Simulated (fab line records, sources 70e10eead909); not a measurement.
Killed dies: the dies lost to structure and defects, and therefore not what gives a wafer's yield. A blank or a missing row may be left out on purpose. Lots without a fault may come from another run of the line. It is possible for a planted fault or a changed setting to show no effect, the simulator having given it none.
fab line records	flow nand_harc
record: lots: 12	wafers: 36	last_day: 32
route steps=1302 shown P_GATE@142
lots with no fault: from the same line, run without faults
start_h: start of the lot's first displayed wafer, in hours after the record's first day	wait_h: how many hours have passed since the lot's step before this one	" identical to the entry in the row above	L1.1+2: a single row standing in for several wafers	- either no value or no given start	* or withheld: withheld	< > ~ a bound
route shown NAME@n: NAME is a module with steps in the file, n the number in the route of the first one	usual: mean and standard deviation over wafers with no fault	same: alike in all rows	chamber/n: place in a boat	sites: readings site by site	_std_site: their standard deviation	_edge_site: the outer-site mean with the inner-site mean subtracted	radius_mm: how far each site lies from the wafer's centre	mask NAME#n: copy n	behind: the most recent tool/chamber to have shaped the wafer	hold: what put the lot on hold/how long, in hours/how the hold closed	device: which transistor (n, p or np) failed to switch	end of line: at the end of the route, the tests of the same wafers	step lacking rows: just its recipe	killed: dies that structure and defects cost at the first sort, which is not the same as the wafer's yield	map: a wafer's dies, x killed, . not, _ none there
set.NAME: the setting as run; set.NAME@STEP: as run at that earlier step	model.NAME: the simulator's own value behind a step, which no gauge read
a sample of lots followed through the steps of the route, with each step as a table and each wafer as a row
services: when a tool's chamber went out of use (start_h, in hours from the record's first day, below 0 if earlier), for how many hours, and the reason
== steps ==
step: NHARC_P_GATE_OVL_MEAS_27
usual: overlay_x_nm: 0.1/0.67	overlay_y_nm: -0.1/0.92
lot.wafer	tool	chamber	start_h	wait_h	overlay_x_nm	overlay_y_nm
L111.2	overlay-02	-	78.29	-	0.7	-0.5
L111.3	"	-	"	"	0.4	-1.0
L111.6	"	-	"	"	-0.3	-0.9
L112.3	overlay-02	-	82.47	-	-1.2	0.2
L112.5	"	-	"	"	-1.3	-0.1
L112.6	"	-	"	"	-1.1	-0.4
L113.2	overlay-01	-	91.90	-	0.3	-1.8
L113.4	"	-	"	"	0.2	-1.6
L113.5	"	-	"	"	0.0	-2.1
L114.3	overlay-01	-	112.44	-	0.3	-0.9
L114.4	"	-	"	"	-0.4	-0.2
L114.5	"	-	"	"	-0.2	-0.3
L117.1	overlay-02	-	133.92	-	0.1	0.3
L117.3	"	-	"	"	-0.2	0.7
L117.5	"	-	"	"	0.7	0.3
L127.3	overlay-01	-	235.25	-	0.3	-0.5
L127.4	"	-	"	"	0.4	-0.2
L127.6	"	-	"	"	-0.5	0.2
L128.1	overlay-02	-	249.14	-	1.3	0.3
L128.5	"	-	"	"	1.0	-0.1
L128.6	"	-	"	"	1.1	0.2
L129.3	overlay-02	-	256.33	-	0.4	0.3
L129.5	"	-	"	"	0.0	0.8
L129.6	"	-	"	"	-0.2	0.2
L131.4	overlay-01	-	270.97	-	0.6	-2.1
L131.5	"	-	"	"	0.8	-2.7
L131.6	"	-	"	"	1.1	-2.4
L132.2	overlay-01	-	288.72	-	0.3	-0.2
L132.4	"	-	"	"	0.2	0.0
L132.5	"	-	"	"	-0.1	0.2
L133.1	overlay-02	-	293.53	-	0.8	-0.5
L133.2	"	-	"	"	-0.1	-1.0
L133.4	"	-	"	"	0.6	-1.1
L134.1	overlay-01	-	300.50	-	1.0	0.3
L134.2	"	-	"	"	0.7	0.5
L134.3	"	-	"	"	1.3	0.2
step: NHARC_P_GATE_ETCH_114
recipe: target_depth_a: 300	overetch_a: 30	time_s: 16.5	ion_energy_ev: 100	cf4_flow_sccm: 80	o2_flow_sccm: 20	ar_flow_sccm: 0	rf_w: 300	bias_w: 100	chemistry: CF4/O2
usual: drypump_motor_current_A: 5.7/0.4	oes_ar_750_au: 1.000/0.0049	oes_product_au: 0.996/0.011	rf_vpp_V: 198.4/1.1	showerhead_plenum_p_Torr: 1.36/0.041	throttle_valve_pct: 13.397/0.0096
lot.wafer	tool	chamber	start_h	wait_h	drypump_motor_current_A	oes_ar_750_au	oes_product_au	rf_hours_counter_h	rf_vpp_V	showerhead_plenum_p_Torr	throttle_valve_pct
L111.2	rie_diel-05	2	-	-	5.8	1.005	1.020	2.1	198.4	1.39	13.395
L111.3	"	3	"	"	5.8	1.005	0.981	2.1	197.9	1.37	13.392
L111.6	"	1	"	"	5.8	1.002	1.019	-	199.6	1.38	13.400
L112.3	rie_diel-10	1	-	-	6.4	1.000	0.995	2.6	199.7	1.39	13.387
L112.5	"	2	"	"	5.3	0.997	1.004	-	197.0	1.28	13.401
L112.6	"	3	"	"	6.2	1.000	0.990	-	197.1	1.35	13.416
L113.2	rie_diel-03	2	-	-	5.2	1.003	0.988	0.1	198.4	1.36	13.388
L113.4	"	3	"	"	5.5	0.998	1.010	0.1	197.5	1.32	13.400
L113.5	"	1	"	"	5.2	1.005	1.004	-	198.8	1.42	13.392
L114.4	rie_diel-03	0	-	-	5.3	1.001	0.980	1.6	198.6	1.39	13.391
L114.3	"	2	"	"	5.2	1.003	1.004	1.3	199.1	1.36	13.394
L114.5	"	3	"	"	5.5	1.007	0.997	-	198.0	1.32	13.414
L117.3	rie_diel-05	1	-	-	5.8	1.000	0.998	4.6	199.6	1.38	13.410
L117.1	"	2	"	"	5.8	0.998	1.003	4.5	201.2	1.39	13.404
L117.5	"	1	"	"	5.8	0.997	1.007	-	198.6	1.38	13.391
L127.4	rie_diel-10	2	-	-	5.3	1.000	0.995	0.6	197.3	1.27	13.398
L127.3	"	0	"	"	6.6	1.001	1.007	0.9	199.2	1.32	13.400
L127.6	"	2	"	"	5.3	1.000	1.000	-	197.4	1.27	13.391
L128.1	rie_diel-05	2	-	-	5.8	0.994	0.992	1.4	198.9	1.39	13.392
L128.6	"	1	"	"	5.8	1.008	0.998	-	198.9	1.38	13.416
L128.5	"	2	"	"	5.8	1.008	0.998	-	199.5	1.39	13.409
L129.3	rie_diel-03	1	-	-	5.2	1.004	1.000	8.2	200.8	1.42	13.408
L129.6	"	2	"	"	5.2	1.001	0.990	-	198.8	1.35	13.402
L129.5	"	3	"	"	5.5	0.998	1.016	-	197.4	1.32	13.412
L131.4	rie_diel-10	1	-	-	6.4	0.993	0.988	2.9	199.7	1.39	13.397
L131.6	"	2	"	"	5.3	1.006	0.998	-	198.2	1.27	13.387
L131.5	"	3	"	"	6.2	0.995	0.983	-	198.5	1.34	13.404
L132.2	rie_diel-10	3	-	-	6.2	0.992	0.985	3.6	197.8	1.34	13.394
L132.5	"	2	"	"	5.3	0.992	0.998	-	198.6	1.27	13.383
L132.4	"	3	"	"	6.2	1.001	0.991	-	198.0	1.35	13.407
L133.1	rie_diel-03	3	-	-	5.5	0.995	1.007	1.0	198.5	1.32	13.393
L133.4	"	1	"	"	5.2	1.009	0.999	1.9	198.7	1.42	13.381
L133.2	"	2	"	"	5.2	1.002	0.988	1.4	198.2	1.35	13.387
L134.2	rie_diel-05	0	-	-	6.2	0.998	0.983	5.7	197.4	1.30	13.410
L134.1	"	1	"	"	5.8	0.999	0.993	5.4	199.3	1.38	13.401
L134.3	"	2	"	"	5.8	1.000	0.986	5.0	198.7	1.39	13.405
step: NHARC_P_GATE_EXPOSE_56
recipe: na: 0.6	target_cd_nm: 720	dose_mj: 14.81	mask_id: P_PSD
usual: exposure_dose_mJ_cm2: 14.810/0.013
lot.wafer	tool	chamber	start_h	wait_h	mask	exposure_dose_mJ_cm2
L111.2	krf_scanner-02	0	91.75	-	P_PSD#0	14.823
L111.3	"	0	"	"	P_PSD#0	14.817
L111.6	"	0	"	"	P_PSD#0	14.806
L112.3	krf_scanner-03	0	95.97	-	P_PSD#0	14.809
L112.5	"	0	"	"	P_PSD#0	14.833
L112.6	"	0	"	"	P_PSD#0	14.836
L113.2	krf_scanner-04	0	105.18	-	P_PSD#0	14.809
L113.4	"	0	"	"	P_PSD#0	14.804
L113.5	"	0	"	"	P_PSD#0	14.804
L114.3	krf_scanner-04	0	126.11	-	P_PSD#0	14.837
L114.4	"	0	"	"	P_PSD#0	14.807
L114.5	"	0	"	"	P_PSD#0	14.823
L117.1	krf_scanner-02	0	149.46	-	P_PSD_R1#0	14.808
L117.3	"	0	"	"	P_PSD_R1#0	14.809
L117.5	"	0	"	"	P_PSD_R1#0	14.793
L127.3	krf_scanner-04	0	248.67	-	P_PSD#0	14.815
L127.4	"	0	"	"	P_PSD#0	14.810
L127.6	"	0	"	"	P_PSD#0	14.798
L128.1	krf_scanner-04	0	264.63	-	P_PSD#0	14.814
L128.5	"	0	"	"	P_PSD#0	14.817
L128.6	"	0	"	"	P_PSD#0	14.793
L129.3	krf_scanner-04	0	269.65	-	P_PSD#0	14.824
L129.5	"	0	"	"	P_PSD#0	14.817
L129.6	"	0	"	"	P_PSD#0	14.818
L131.4	krf_scanner-02	0	284.28	-	P_PSD#0	14.812
L131.5	"	0	"	"	P_PSD#0	14.818
L131.6	"	0	"	"	P_PSD#0	14.812
L132.2	krf_scanner-02	0	302.30	-	P_PSD#0	14.813
L132.4	"	0	"	"	P_PSD#0	14.787
L132.5	"	0	"	"	P_PSD#0	14.795
L133.1	krf_scanner-03	0	307.12	-	P_PSD#0	14.816
L133.2	"	0	"	"	P_PSD#0	14.802
L133.4	"	0	"	"	P_PSD#0	14.805
L134.1	krf_scanner-02	0	314.10	-	P_PSD#0	14.812
L134.2	"	0	"	"	P_PSD#0	14.832
L134.3	"	0	"	"	P_PSD#0	14.799
step: NHARC_P_GATE_CD_MEAS_59
recipe: target_cd_nm: 720	landing_energy_ev: 500
usual: cd_nm: 720.3/1.8
lot.wafer	tool	chamber	start_h	wait_h	cd_nm
L111.2	cd_sem-03	0	91.90	-	718.7
L111.3	"	0	"	"	724.0
L111.6	"	0	"	"	720.3
L112.3	cd_sem-03	0	96.12	-	720.4
L112.5	"	0	"	"	719.6
L112.6	"	0	"	"	718.1
L113.2	cd_sem-02	0	105.33	-	722.8
L113.4	"	0	"	"	724.1
L113.5	"	0	"	"	722.3
L114.3	cd_sem-02	0	126.26	-	720.7
L114.4	"	0	"	"	720.9
L114.5	"	0	"	"	718.8
L117.1	cd_sem-03	0	149.62	-	764.7
L117.3	"	0	"	"	768.5
L117.5	"	0	"	"	762.4
L127.3	cd_sem-02	0	248.82	-	717.9
L127.4	"	0	"	"	718.3
L127.6	"	0	"	"	719.8
L128.1	cd_sem-01	0	264.78	-	719.0
L128.5	"	0	"	"	722.0
L128.6	"	0	"	"	721.2
L129.3	cd_sem-03	0	269.80	-	722.5
L129.5	"	0	"	"	721.7
L129.6	"	0	"	"	722.3
L131.4	cd_sem-02	0	284.43	-	720.8
L131.5	"	0	"	"	719.8
L131.6	"	0	"	"	721.2
L132.2	cd_sem-01	0	302.46	-	721.0
L132.4	"	0	"	"	716.9
L132.5	"	0	"	"	717.2
L133.1	cd_sem-02	0	307.28	-	715.9
L133.2	"	0	"	"	721.1
L133.4	"	0	"	"	715.7
L134.1	cd_sem-01	0	314.26	-	719.2
L134.2	"	0	"	"	719.5
L134.3	"	0	"	"	721.8
step: NHARC_P_GATE_DEGAS_109
recipe: temp_c: 300	time_s: 60
usual: heater_power_w: 443/49
lot.wafer	tool	chamber	start_h	wait_h	heater_power_w
L111.2	pvd_sputter-03	-	95.73	0.1	410
L111.3	"	-	"	"	437
L111.6	"	-	"	"	406
L112.3	pvd_sputter-03	-	99.81	0.1	467
L112.5	"	-	"	"	473
L112.6	"	-	"	"	426
L113.4	pvd_sputter-02	-	109.05	0.1	420
L113.2	"	-	"	"	432
L113.5	"	-	"	"	429
L114.3	pvd_sputter-02	-	148.62	0.1	550
L114.4	"	-	"	"	522
L114.5	"	-	"	"	417
L117.1	pvd_sputter-01	-	153.57	0.1	505
L117.3	"	-	"	"	397
L117.5	"	-	"	"	488
L127.4	pvd_sputter-01	-	252.64	0.1	381
L127.3	"	-	"	"	410
L127.6	"	-	"	"	438
L128.1	pvd_sputter-01	-	268.64	0.1	417
L128.5	"	-	"	"	407
L128.6	"	-	"	"	500
L129.3	pvd_sputter-02	-	273.62	0.1	497
L129.6	"	-	"	"	505
L129.5	"	-	"	"	413
L131.4	pvd_sputter-03	-	288.40	0.1	413
L131.6	"	-	"	"	433
L131.5	"	-	"	"	411
L132.4	pvd_sputter-03	-	306.19	0.1	470
L132.2	"	-	"	"	440
L132.5	"	-	"	"	458
L133.1	pvd_sputter-01	-	311.26	0.1	503
L133.4	"	-	"	"	382
L133.2	"	-	"	"	424
L134.1	pvd_sputter-02	-	318.12	0.1	420
L134.3	"	-	"	"	421
L134.2	"	-	"	"	519
== services ==
tool	chamber	start_h	hours	kind
krf_scanner-02	-	70.00	4.0	pm
pvd_sputter-02	-	80.00	10.0	pm
rie_diel-03	-	80.30	9.0	pm
rie_diel-10	2	89.21	2.1	repair
rie_diel-03	-	89.96	1.1	repair
krf_scanner-02	-	97.55	1.3	repair
pvd_sputter-03	-	112.69	1.2	repair
rie_diel-03	1	125.18	2.7	repair
krf_scanner-02	-	138.66	0.5	repair
krf_scanner-02	-	143.08	0.2	repair
pvd_sputter-03	-	146.00	10.0	pm
krf_scanner-04	-	158.00	4.0	pm
rie_diel-03	0	181.70	4.5	repair
pvd_sputter-02	-	201.45	2.2	repair
pvd_sputter-01	-	202.00	10.0	pm
rie_diel-05	-	205.60	9.0	pm
rie_diel-10	-	218.50	9.0	pm
pvd_sputter-01	-	226.79	2.2	repair
rie_diel-05	0	233.95	4.3	repair
rie_diel-03	-	235.25	2.3	repair
krf_scanner-02	-	242.00	4.0	pm
rie_diel-10	-	244.40	0.1	repair
krf_scanner-04	-	280.17	7.6	repair
krf_scanner-04	-	305.32	1.0	repair
== key ==
first_sign: step: NHARC_P_GATE_EXPOSE_56	reading: mask	direction: changed
effect: step: NHARC_P_GATE_CD_MEAS_59	reading: cd_nm	direction: up	sigmas: 25	usual: 720.3	struck: 765.2
met_at NHARC_P_GATE_EXPOSE_56
struck_lots L117
tester_left_out L117
not_acting_at NHARC_P_GATE_OVL_MEAS_27,NHARC_P_GATE_ETCH_114,NHARC_P_GATE_DEGAS_109
onset_between 91.75 149.46
fault: kind: wrong_mask	tool: any	chamber: -	onset_h: 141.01	steps: NHARC_P_GATE_EXPOSE_56	aux_copy: P_PSD_R1#0	cd_offset_nm: 43.804	scope: struck_lots_only
tester_left_out: of these lots the tester's yield and bins aren't shown, on N5 and GAA mostly nor the transistor test; their killed dies are dies lost to structure and defects alone, not to doping, threshold or leakage, so they don't give the yield
